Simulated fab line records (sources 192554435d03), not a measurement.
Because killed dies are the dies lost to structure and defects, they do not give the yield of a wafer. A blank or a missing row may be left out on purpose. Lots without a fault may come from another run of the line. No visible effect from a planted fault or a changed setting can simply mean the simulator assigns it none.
Lot-split experiment	flow n5-finfet	39 wafers read from 7 lots, route of 1938 steps

ABOUT THE SPLIT
At N5_BEOL_M12_ETCH_68 (etches SOC in N2/H2, time 285 s), the setting target-depth-a was moved away from the recipe's 5700 angstrom on 15 of the 39 wafers read, by -59.2% to +56.9%. For the rest of the wafers, this setting stayed at what the recipe calls for.

The reading is taken at the split's own step.

THE READING
SiARC_of_BEOL_M12_COAT_66.thk-nm (the simulator's own value, which no gauge read), in nm, at N5_BEOL_M12_ETCH_68 (etches SOC in N2/H2, time 285 s). The file does not state a usual value for it. The 24 wafers here that ran the recipe average 85.9 nm, standard deviation 0.6 nm.

wafer	tool, chamber at the split	target-depth-a as run, angstrom	against the recipe	SiARC_of_BEOL_M12_COAT_66.thk-nm, nm	against lot-mates on the recipe
L075.1	rie-diel-06, 0	2328	-59.2%	100.8	+14.1
L075.2	rie-diel-06, 3,1	2328	-59.2%	101	+14.3
L075.3	rie-diel-06, 3,1	2328	-59.2%	101	+14.3
L075.4	rie-diel-06, 2	5700	recipe	86.6	-
L075.5	rie-diel-06, 0	5700	recipe	85.8	-
L075.6	rie-diel-06, 3	5700	recipe	87.6	-
L080.1	rie-diel-06, 2	7459	+30.9%	78.4	-7.8
L080.2	rie-diel-06, 0	5700	recipe	85.6	-
L080.3	rie-diel-06, 1	7459	+30.9%	79	-7.2
L080.4	rie-diel-06, 2	5700	recipe	86.4	-
L080.5	rie-diel-06, 0	7459	+30.9%	77.8	-8.4
L080.6	rie-diel-06, 1	5700	recipe	86.6	-
L081.1	rie-diel-06, 1	5700	recipe	86.4	-
L081.2	rie-diel-06, 0	5700	recipe	85.2	-
L081.3	rie-diel-06, 2	5700	recipe	86	-
L081.4	rie-diel-06, 2	5700	recipe	86	-
L081.5	rie-diel-06, 0	5700	recipe	85.4	-
L081.6	rie-diel-06, 1	5700	recipe	86.8	-
L094.1	rie-diel-01, 2	5700	recipe	86	-
L094.4	rie-diel-01, 3	5700	recipe	85.4	-
L094.5	rie-diel-01, 1	5700	recipe	85.6	-
L093.1	rie-diel-04, 0	8941	+56.9%	71.8	-13.4
L093.2	rie-diel-04, 2,3,1	5700	recipe	85.2	-
L093.3	rie-diel-04, 2,3,1	5700	recipe	85.2	-
L093.5	rie-diel-04, 2,3,1	5700	recipe	85.2	-
L093.4	rie-diel-04, 1	8941	+56.9%	71.2	-14.0
L093.6	rie-diel-04, 2	8941	+56.9%	70.8	-14.4
L096.1	rie-diel-04, 2	8860	+55.4%	71.8	-14.0
L096.2	rie-diel-04, 1	8860	+55.4%	72.2	-13.6
L096.3	rie-diel-04, 3	8860	+55.4%	71.6	-14.2
L096.4	rie-diel-04, 0	5700	recipe	85.8	-
L096.5	rie-diel-04, 0	5700	recipe	85.6	-
L096.6	rie-diel-04, 1	5700	recipe	86	-
L097.1	rie-diel-04, 3,2,1	3210	-43.7%	96.4	+10.9
L097.3	rie-diel-04, 3,2,1	3210	-43.7%	96.4	+10.9
L097.4	rie-diel-04, 3,2,1	3210	-43.7%	96.4	+10.9
L097.2	rie-diel-04, 0	5700	recipe	85.2	-
L097.5	rie-diel-04, 2	5700	recipe	85.4	-
L097.6	rie-diel-04, 3	5700	recipe	85.8	-
Rows listing several chambers each stand for several wafers; the file does not say which wafer went through which chamber.

THE FIT
A straight line over all 39 wafers: SiARC_of_BEOL_M12_COAT_66.thk-nm changes by -0.252 nm for each +1% of target-depth-a; r = -1.00; the points scatter about the line by 0.55 nm.
The same after taking each lot's own level away (the mean of its wafers on the recipe; 39 wafers): -0.247 nm for each +1%; r = -1.00; scatter 0.42 nm.
On that fit, the largest move of target-depth-a shifts the reading by 15 nm.
Measured against the standard deviation above, the lots' own levels, which go from 85.20 to 86.67 nm, span 2.4 times it.
The two slopes are in agreement: the lot-to-lot level therefore moves the slope only a little.
Check: for one of the wafers moved furthest among these (-59.2%), held out of the fit, the line's prediction against its lot-mates is +14.6 nm. Against them it came out at +14.1 nm.

ADDITIONAL SPLITS CARRIED BY THESE WAFERS
These wafers also went through other splits before the reading. Each is held against what the fit with the lots' levels taken away leaves over:
other split on the same wafers	wafers away from the commonest value	r with SiARC_of_BEOL_M12_COAT_66.thk-nm (lot level and that fit taken away)
N5_ZERO_LAYER_DEVELOP_10 develop-time-s	9	-0.08
N5_SD_EPI_N_DEVELOP_08 develop-time-s	9	+0.08
N5_GATE_CUT_ETCH_58 time-s	15	+0.11
N5_MOL_CONTACT_COAG_CVD_140 target-thk-a	15	+0.31
N5_BEOL_M1_DESCUM_33 time-s	15	-0.11
N5_BEOL_M8_ETCH_66 target-depth-a	15	-0.30

THE FILE'S OWN FIT
SiARC_of_BEOL_M12_COAT_66.thk-nm changes by -0.247 nm for each +1% of target-depth-a, r = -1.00.
